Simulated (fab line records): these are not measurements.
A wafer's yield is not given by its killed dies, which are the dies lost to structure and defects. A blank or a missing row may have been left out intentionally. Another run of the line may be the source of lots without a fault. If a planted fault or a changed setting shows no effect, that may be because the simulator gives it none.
Which of the tools did it? | flow nand-harc | 33 wafers from 11 lots sampled at 6 of the route's 1159 steps

== WHAT EACH GAUGE READ, for each wafer ==
NHARC_P_GATE_CD_MEAS_26 targets a cd of 120 nm.
lot  | measured     | on        | cd-nm (nm)
L103 | day 4 21:34  | cd-sem-01 | 121.9 120.4 119.7
L105 | day 5 13:10  | cd-sem-02 | 147.3 147.3 147.3
L107 | day 5 17:50  | cd-sem-01 | 147.5 146.8 148.6
L106 | day 5 18:49  | cd-sem-01 | 119.7 120.3 121.4
L110 | day 6 12:10  | cd-sem-03 | 148.3 148.1 148.5
L115 | day 8 00:58  | cd-sem-01 | 121.1 121.1 120.8
L118 | day 8 20:09  | cd-sem-02 | 119.8 120.2 120.6
L120 | day 9 07:10  | cd-sem-01 | 120.2 120.3 120.0
L121 | day 9 06:29  | cd-sem-02 | 120.8 120.6 120.7
L122 | day 10 00:31 | cd-sem-02 | 119.1 119.1 120.4
L124 | day 10 07:03 | cd-sem-02 | 120.1 120.5 119.6

NHARC_END_SORT_01.
lot  | measured     | on        | killed-at-array | killed-at-other | killed-at-periphery | killed-dies | killed-open | killed-short
L105 | day 20 05:33 | prober-02 | 41 33 18        | 1 0 0           | 584 542 634         | 626 575 652 | 7 1 6       | 2 2 4
L107 | day 20 03:54 | prober-01 | 27 16 21        | 0 1 2           | 630 558 633         | 657 575 656 | 6 6 3       | 1 0 2
L110 | day 21 05:56 | prober-01 | 22 26 25        | 0 0 1           | 634 366 618         | 656 392 644 | 2 2 9       | 3 1 0

== WHAT TOOL EACH LOT RAN ON (gives the tool, then ch and the chambers of the sampled wafers, and finally the start) ==
lot  | NHARC_P_STI_ETCH_42               | NHARC_P_STI_ETCH_15             | NHARC_P_GATE_DESCUM_13            | NHARC_P_GATE_PEB_24
L103 | rie-diel-09 ch 0,1,2, day 2 14:12 | rie-si-03 ch 0,1,3, day 2 14:25 | rie-diel-04 ch 1,2,3, day 4 05:31 | litho-track-06 ch 0, day 4 21:29
L105 | rie-diel-09 ch 1,2, day 3 06:51   | rie-si-01 ch 0,2, day 3 07:05   | rie-diel-02 ch 0,1, day 4 21:24   | litho-track-06 ch 0, day 5 13:05
L107 | rie-diel-03 ch 1,2,3, day 3 14:14 | rie-si-03 ch 1,2, day 3 14:24   | rie-diel-04 ch 2,3, day 5 04:22   | litho-track-06 ch 0, day 5 17:45
L106 | rie-diel-09 ch 2,3, day 3 14:23   | rie-si-01 ch 0,3, day 3 14:35   | rie-diel-08 ch 1,3, day 5 04:14   | litho-track-04 ch 0, day 5 18:44
L110 | rie-diel-03 ch 0,3, day 4 12:26   | rie-si-05 ch 0,2,3, day 4 12:38 | rie-diel-08 ch 1,2, day 5 22:01   | litho-track-06 ch 0, day 6 12:05
L115 | rie-diel-03 ch 0,2, day 5 17:34   | rie-si-01 ch 0,1,3, day 5 17:46 | rie-diel-04 ch 1,2, day 7 07:46   | litho-track-04 ch 0, day 8 00:53
L118 | rie-diel-03 ch 0,1,3, day 6 12:42 | rie-si-05 ch 0,2,3, day 6 12:55 | rie-diel-02 ch 1,2,3, day 8 03:35 | litho-track-06 ch 0, day 8 20:04
L120 | rie-diel-03 ch 1,2, day 7 00:17   | rie-si-01 ch 0,2,3, day 7 00:29 | rie-diel-02 ch 0,2, day 8 16:26   | litho-track-06 ch 0, day 9 07:05
L121 | rie-diel-09 ch 1,2, day 7 05:10   | rie-si-01 ch 1,2,3, day 7 05:22 | rie-diel-08 ch 0,2,3, day 8 16:24 | litho-track-04 ch 0, day 9 06:24
L122 | rie-diel-03 ch 2,3, day 7 15:40   | rie-si-05 ch 0,1,3, day 7 15:52 | rie-diel-08 ch 0,1,2, day 9 08:53 | litho-track-06 ch 0, day 10 00:25
L124 | rie-diel-09 ch 1,2, day 8 02:35   | rie-si-01 ch 1,2, day 8 02:47   | rie-diel-04 ch 1,2, day 9 16:16   | litho-track-06 ch 0, day 10 06:58
- NHARC_P_STI_ETCH_42: etches the open film in N2/H2, target depth 80 nm, overetch 24 nm, time 61 s.
- NHARC_P_STI_ETCH_15: etches the open film in HBr/Cl2, target depth 300 nm, time 100.1 s.
- NHARC_P_GATE_DESCUM_13: chemistry O2, time 3 s.
- NHARC_P_GATE_PEB_24: peb time 65 s.

== AS READ BY THE TOOLS THEMSELVES (means over the sampled wafers that have a number; for cases with no such wafer, the mark the record gives instead) ==
NHARC_P_STI_ETCH_42.
lot  | tool        | drypump-motor-current-A (A) | n2-flow-sccm (sccm) | oes-product-au (a.u.) | rf-vpp-V (V) | showerhead-plenum-p-Torr (Torr) | throttle-valve-pct (%)
L103 | rie-diel-09 | 5.8                         | 150.0               | 1.006                 | 434.7        | 2.19                            | 14.170
L105 | rie-diel-09 | 5.6                         | 150.6               | 1.003                 | 434.2        | 2.18                            | 14.170
L107 | rie-diel-03 | 6.0                         | 149.9               | 0.993                 | 432.0        | 2.09                            | 14.175
L106 | rie-diel-09 | 6.3                         | 149.5               | 1.004                 | 433.1        | 2.13                            | 14.159
L110 | rie-diel-03 | 5.1                         | 149.8               | 1.004                 | 428.2        | 1.93                            | 14.167
L115 | rie-diel-03 | 5.2                         | 150.5               | 1.011                 | 429.7        | 2.02                            | 14.170
L118 | rie-diel-03 | 5.5                         | 150.1               | 0.990                 | 430.3        | 2.00                            | 14.169
L120 | rie-diel-03 | 6.2                         | 150.0               | 0.999                 | 434.7        | 2.19                            | 14.168
L121 | rie-diel-09 | 6.1                         | 150.1               | 0.991                 | 433.1        | 2.19                            | 14.176
L122 | rie-diel-03 | 6.0                         | 149.7               | 0.998                 | 432.0        | 2.12                            | 14.179
L124 | rie-diel-09 | 5.7                         | 149.8               | 1.007                 | 433.8        | 2.18                            | 14.171

NHARC_P_STI_ETCH_15.
lot  | tool      | drypump-motor-current-A (A) | oes-product-au (a.u.) | throttle-valve-pct (%)
L103 | rie-si-03 | 5.4                         | 0.993                 | 26.411
L105 | rie-si-01 | 6.4                         | 1.004                 | 26.402
L107 | rie-si-03 | 5.7                         | 1.003                 | 26.401
L106 | rie-si-01 | 6.3                         | 1.004                 | 26.406
L110 | rie-si-05 | 5.3                         | 1.007                 | 26.411
L115 | rie-si-01 | 5.8                         | 0.990                 | 26.411
L118 | rie-si-05 | 5.3                         | 1.005                 | 26.403
L120 | rie-si-01 | 6.1                         | 0.996                 | 26.402
L121 | rie-si-01 | 5.6                         | 0.997                 | 26.408
L122 | rie-si-05 | 5.4                         | 1.012                 | 26.414
L124 | rie-si-01 | 5.8                         | 0.992                 | 26.399

NHARC_P_GATE_DESCUM_13.
lot  | tool        | drypump-motor-current-A (A) | oes-product-au (a.u.) | rf-vpp-V (V) | showerhead-plenum-p-Torr (Torr) | throttle-valve-pct (%)
L103 | rie-diel-04 | 5.9                         | 1.009                 | 57.1         | 1.96                            | 11.301
L105 | rie-diel-02 | 5.5                         | 0.997                 | 58.1         | 1.96                            | 11.318
L107 | rie-diel-04 | 6.1                         | 1.022                 | 58.2         | 1.94                            | 11.314
L106 | rie-diel-08 | 6.0                         | 1.002                 | 58.3         | 2.02                            | 11.301
L110 | rie-diel-08 | 5.6                         | 1.002                 | 58.2         | 2.04                            | 11.314
L115 | rie-diel-04 | 5.8                         | 0.995                 | 58.6         | 1.97                            | 11.318
L118 | rie-diel-02 | 5.6                         | 0.990                 | 57.5         | 1.95                            | 11.312
L120 | rie-diel-02 | 5.9                         | 0.990                 | 56.8         | 1.89                            | 11.309
L121 | rie-diel-08 | 5.6                         | 1.004                 | 58.1         | 1.97                            | 11.310
L122 | rie-diel-08 | 5.5                         | 1.003                 | 57.9         | 1.99                            | 11.312
L124 | rie-diel-04 | 5.8                         | 0.997                 | 58.1         | 1.96                            | 11.316

NHARC_P_GATE_PEB_24.
lot  | tool           | heater-power-total-W (W) | plate-temp-C (C)
L103 | litho-track-06 | 156.3                    | 99.99
L105 | litho-track-06 | 231.2                    | -
L107 | litho-track-06 | 230.7                    | -
L106 | litho-track-04 | 156.2                    | 100.08
L110 | litho-track-06 | 231.2                    | -
L115 | litho-track-04 | 156.7                    | 99.98
L118 | litho-track-06 | 156.3                    | 100.23
L120 | litho-track-06 | 156.6                    | 99.92
L121 | litho-track-04 | 156.6                    | 99.88
L122 | litho-track-06 | 156.6                    | 99.86
L124 | litho-track-06 | 156.1                    | 99.94

== THE ANSWER, worked out from the rows above alone ==
Rule: usual is defined by the lots themselves. The widest of any qualifying gaps counts: lots, ordered by their means at a reading, are off when they make up no more than a third of the lots, leave a main group of 4 or more, and stand apart from it by 3 or more times the standard deviation of that group's means. Not used: any main group whose means are identical at the precision the tables above print for the reading. A lot without any number at a reading at which 4 lots or more have one is off too. Where the step has rows for the other lots, those lots are counted as sound. The gauges are gone through in route order, then the tools' own readings, and for those a lot's mean is taken as printed above. The first step at which some lot is off is used, and at that step the reading that is off furthest; a lot without a number counts as furthest.
Off: L105, L107, L110, at NHARC_P_GATE_CD_MEAS_26 (cd-nm). Mean 120.3 nm and standard deviation 0.43 in the main group.
A tool fits if, at a process step before that reading, it ran every lot that is off, and no sound lot after the first of them. Not tried: the gauges at NHARC_P_GATE_CD_MEAS_26; whatever is off there is also off at NHARC_P_GATE_PEB_24, on other tools, and gauge error can't account for it. No candidate that was tried fits.

== WHAT HAD BEEN PUT IN BY THE SIMULATOR ==
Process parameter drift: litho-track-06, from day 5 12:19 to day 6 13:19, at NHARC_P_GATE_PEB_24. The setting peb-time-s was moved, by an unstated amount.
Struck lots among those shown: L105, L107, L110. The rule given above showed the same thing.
